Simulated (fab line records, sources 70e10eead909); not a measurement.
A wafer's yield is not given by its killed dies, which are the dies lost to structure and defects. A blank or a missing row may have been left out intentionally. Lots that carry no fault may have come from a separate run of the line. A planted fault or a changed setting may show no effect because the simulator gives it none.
Comparing a struck lot with a sound one / flow nand_harc / 23 out of 1302 route steps
Sound: wafers L631.1, L631.3, L631.4. Struck: wafers L643.2, L643.6 (left out: L643.1, a lot-mate that was not struck); the cause follows at the end.
Order at every step that has rows: each side's tool, ch and its chambers, its first start. Under that, the readings that differ: sound wafers / struck wafers / difference of the means / sigmas: that difference in standard deviations of wafers without a fault.
alike: readings whose means differ by less than 2 such deviations, and words and numbers that are the same on both sides. not compared: withheld readings, readings that some wafer has no value for, bounds like >300 that may hide the same value, and numbers for which the record gives no deviation and whose values overlap.
The two part at a step that has a row with sigmas, a row that says differs or no value, or rows on one side only. When numbers do not overlap yet have no deviation, they are printed without sigmas and do not part them. A reading missing from all wafers of one side parts the sides only when that side holds two or more wafers.

NHARC_P_M1_INSPECT_27:
  sound: defect_inspect-01 at day 9 12:48; struck: defect_inspect-01 at day 14 21:11
  alike: raw_defect_count
NHARC_P_M1_PRE_CLEAN_32: time 12 s.
  sound on pecvd-01 ch 0,1, day 9 12:52; struck on pecvd-04 ch 0,2, day 14 21:15
  alike: heater_power_w
NHARC_P_M1_DEP_33: deposits SiCN, target thk 30 nm.
  sound on pecvd-01 ch 0,1, day 9 12:57; struck on pecvd-04 ch 0,2, day 14 21:20
  alike: heater_power_w
then, 8 steps without rows for these wafers: NHARC_P_M2_DEP_00 (deposits SiOC, target thk 182.5 nm); NHARC_P_M2_DEHYDRATE_01 (time 120 s); NHARC_P_M2_HMDS_02 (time 30 s); NHARC_P_M2_COAT_34 (time 65 s); NHARC_P_M2_COAT_03 (resist thk 90 nm); NHARC_P_M2_SOFTBAKE_04 (time 55 s); NHARC_P_M2_EBR_05; NHARC_P_M2_EXPOSE_06 (exposes mask P M2, target cd 170 nm).
NHARC_P_M2_PEB_07: peb time 65 s.
  sound on litho_track-06 ch 0, day 9 14:07; struck on litho_track-06 ch 0, day 14 22:29
reading=heater_power_total_W (W); sound=156.6 156.9 156.6; struck=209.5 208.2; difference=+52.2; sigmas=+99 or more
then, 1 step without rows for these wafers: NHARC_P_M2_DEVELOP_08 (develop time 35 s).
NHARC_P_M2_CD_MEAS_09: target cd 170 nm.
  sound on cd_sem-03 ch 0, day 9 14:11; struck on cd_sem-03 ch 0, day 14 22:34
reading=cd_nm (nm); sound=169.7 169.3 169.1; struck=149.9 151.4; difference=-18.7; sigmas=-35
NHARC_P_M2_OVL_MEAS_10: pitch 340 nm.
  sound: overlay-02 at day 9 14:17; struck: overlay-01 at day 14 22:39
  alike: overlay_x_nm, overlay_y_nm
NHARC_P_M2_INSPECT_11:
  sound: defect_inspect-02 at day 9 14:19; struck: defect_inspect-01 at day 14 22:41
  alike: raw_defect_count
NHARC_P_M2_DESCUM_14: chemistry O2, time 3 s.
  sound on rie_diel-13 ch 0,1,3, day 9 14:23; struck on rie_diel-13 ch 1,2, day 14 22:45
reading=model.P_M2.cd_nm (nm); sound=169.5 169.2 168.8; struck=149.4 150.9; difference=-19.0; sigmas=
  alike: drypump_motor_current_A, oes_product_au, rf_vpp_V, showerhead_plenum_p_Torr, throttle_valve_pct
  not compared: rf_hours_counter_h
NHARC_P_M2_ETCH_35: etches the open film in N2/H2, target depth 40 nm, overetch 12 nm, time 43.94 s.
  sound on rie_diel-13 ch 0,1,3, day 9 14:28; struck on rie_diel-13 ch 3, day 14 22:50
  alike: drypump_motor_current_A, h2_flow_sccm, oes_product_au, rf_vpp_V, showerhead_plenum_p_Torr, throttle_valve_pct
  not compared: rf_hours_counter_h
NHARC_P_M2_ETCH_15: etches the open film in C4F8/Ar, target depth 182.5 nm, time 91.2 s.
  sound on rie_diel-13 ch 0,1,2; struck on rie_diel-13 ch 1,2
  alike: oes_product_au, rf_vpp_V
  not compared: rf_hours_counter_h
NHARC_P_M2_CD_MEAS_16:
  sound: cd_sem-03 at day 9 14:41; struck: cd_sem-03 at day 14 23:03
reading=cd_nm (nm); sound=170.0 169.4 168.8; struck=148.7 150.6; difference=-19.8; sigmas=-32
NHARC_P_M2_STRIP_18: strips in N2/H2.
  sound on rie_diel-08 ch 1,3, day 9 14:46; struck on rie_diel-08 ch 2,3, day 14 23:11
  alike: drypump_motor_current_A, h2_flow_sccm, oes_product_au, rf_vpp_V, showerhead_plenum_p_Torr, throttle_valve_pct
  not compared: rf_hours_counter_h
NHARC_P_M2_ETCH_28: etches the open film in CF4/N2, target depth 30 nm, time 72.99 s.
  sound on rie_diel-08 ch 1,3; struck on rie_diel-08 ch 2,3
reading=model.P_M2.cd_nm (nm); sound=169.4 169.4 168.6; struck=149 150.7; difference=-19; sigmas=
  alike: drypump_motor_current_A, oes_product_au, rf_vpp_V, showerhead_plenum_p_Torr, throttle_valve_pct
  not compared: rf_hours_counter_h
then, 1 step without rows for these wafers: NHARC_P_M2_STRIP_19 (strips in post etch residue remover, time 600 s).

WHERE THEY PART
Last at NHARC_P_M2_CD_MEAS_16 as far as this record goes, first at NHARC_P_M2_PEB_07. Later steps at which nothing parts them and some readings are alike: NHARC_P_M2_STRIP_18, NHARC_P_M2_ETCH_28.

WHY: what the simulator had put in
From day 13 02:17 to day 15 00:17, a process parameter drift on litho_track-06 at NHARC_P_M2_PEB_07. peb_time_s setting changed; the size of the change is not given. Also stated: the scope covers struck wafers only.
